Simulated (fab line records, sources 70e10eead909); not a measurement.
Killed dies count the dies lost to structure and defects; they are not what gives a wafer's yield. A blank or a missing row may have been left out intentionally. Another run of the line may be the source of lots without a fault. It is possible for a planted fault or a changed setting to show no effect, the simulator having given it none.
Chamber matching | flow nand_harc | NHARC_P_BONDPAD_STRIP_15 on rie_diel-04 has 4 sister chambers
The step strips in O2. 42 wafers are shown with their chamber, then 12 later ones without.

## WAFERS PAIRED WITH THEIR CHAMBERS
wafer  | chamber | showerhead_plenum_p_Torr (Torr) | drypump_motor_current_A (A) | oes_product_au (a.u.)
L074.1 | 2       | 3.71                            | 5.3                         | 1.027
L074.3 | 3       | 3.61                            | 6.6                         | 0.987
L074.6 | 2       | 3.71                            | 5.3                         | 1.034
L075.3 | 0       | 3.39                            | 5.3                         | 1.014
L075.4 | 2       | 3.71                            | 5.3                         | 1.012
L075.5 | 3       | 3.60                            | 6.6                         | 0.984
L077.3 | 1       | 3.47                            | 5.0                         | 1.013
L077.5 | 1       | 3.47                            | 5.0                         | 1.013
L077.6 | 0       | 3.39                            | 5.3                         | 1.021
L078.1 | 2       | 3.71                            | 5.3                         | 1.020
L078.3 | 3       | 3.60                            | 6.5                         | 0.988
L078.5 | 1       | 3.47                            | 5.0                         | 1.011
L080.1 | 0       | 3.39                            | 5.3                         | 1.025
L080.4 | 2       | 3.71                            | 5.3                         | 1.011
L080.5 | 1       | 3.47                            | 5.1                         | 1.013
L082.3 | 1       | 3.47                            | 5.0                         | 1.016
L082.5 | 2       | 3.71                            | 5.3                         | 1.016
L082.6 | 3       | 3.60                            | 6.5                         | 0.978
L081.4 | 3       | 3.60                            | 6.6                         | 0.986
L081.5 | 3       | 3.60                            | 6.5                         | 0.977
L081.6 | 0       | 3.39                            | 5.3                         | 1.022
L083.1 | 0       | 3.39                            | 5.3                         | 1.027
L083.3 | 2       | 3.71                            | 5.3                         | 1.018
L083.5 | 3       | 3.60                            | 6.5                         | 0.990
L084.1 | 2       | 3.71                            | 5.3                         | 0.999
L084.3 | 0       | 3.39                            | 5.3                         | 1.020
L084.6 | 1       | 3.47                            | 5.0                         | 1.014
L085.3 | 1       | 3.47                            | 5.0                         | 1.016
L085.4 | 2       | 3.71                            | 5.3                         | 1.017
L085.6 | 0       | 3.39                            | 5.3                         | 1.027
L087.1 | 0       | 3.39                            | 5.3                         | 1.018
L087.3 | 3       | 3.60                            | 6.6                         | 0.987
L087.5 | 3       | 3.60                            | 6.6                         | 0.988
L086.2 | 1       | 3.47                            | 5.0                         | 1.024
L086.3 | 2       | 3.71                            | 5.3                         | 1.016
L086.4 | 0       | 3.39                            | 5.3                         | 1.019
L088.1 | 1       | 3.47                            | 5.0                         | 1.015
L088.2 | 0       | 3.39                            | 5.3                         | 1.017
L088.6 | 1       | 3.47                            | 5.0                         | 1.002
L089.1 | 3       | 3.60                            | 6.5                         | 0.998
L089.2 | 1       | 3.47                            | 5.0                         | 1.015
L089.5 | 1       | 3.47                            | 5.0                         | 1.017

SIGNATURES (means of the wafers above)
reading                  | chamber 0 | chamber 1 | chamber 2 | chamber 3 | scatter within a chamber
showerhead_plenum_p_Torr | 3.3900    | 3.4700    | 3.7100    | 3.6010    | 0.00154
drypump_motor_current_A  | 5.300     | 5.008     | 5.300     | 6.550     | 0.03
oes_product_au           | 1.02100   | 1.01408   | 1.01700   | 0.98630   | 0.00638
Rule: for each reading, subtract the chamber's mean from the wafer's reading, divide by that reading's scatter and square the result; add these up over the readings and take the root, which gives the wafer's distance from the chamber. If the next closest chamber is less than 2 further off than the closest, the wafer can't be placed; otherwise it belongs to the closest. The scatter: take each reading less its chamber's mean, square it, sum over the shown wafers, divide by the number of wafers less the number of chambers, and take the root.

## WAFERS MISSING THEIR CHAMBER
wafer  | showerhead_plenum_p_Torr (Torr) | drypump_motor_current_A (A) | oes_product_au (a.u.)
L090.1 | 3.60                            | 6.6                         | 0.996
L090.3 | 3.47                            | 5.0                         | 1.014
L090.6 | 3.39                            | 5.3                         | 1.015
L094.1 | 3.39                            | 5.3                         | 1.024
L094.4 | 3.60                            | 6.6                         | 0.998
L094.6 | 3.47                            | 5.0                         | 1.019
L095.1 | 3.47                            | 5.0                         | 1.009
L095.2 | 3.39                            | 5.3                         | 1.014
L095.4 | 3.71                            | 5.3                         | 1.017
L096.3 | 3.47                            | 5.0                         | 1.015
L096.5 | 3.71                            | 5.3                         | 1.019
L096.6 | 3.47                            | 5.0                         | 1.013

## WHICH CHAMBER EACH ONE RAN IN
wafer  | from the rows above | in truth
L090.1 | 3                   | 3
L090.3 | 1                   | 1
L090.6 | 0                   | 0
L094.1 | 0                   | 0
L094.4 | 3                   | 3
L094.6 | 1                   | 1
L095.1 | 1                   | 1
L095.2 | 0                   | 0
L095.4 | 2                   | 2
L096.3 | 1                   | 1
L096.5 | 2                   | 2
L096.6 | 1                   | 1
Placed correctly: 12 of 12. Can't be placed from these rows: 0. 0 placed wrongly.
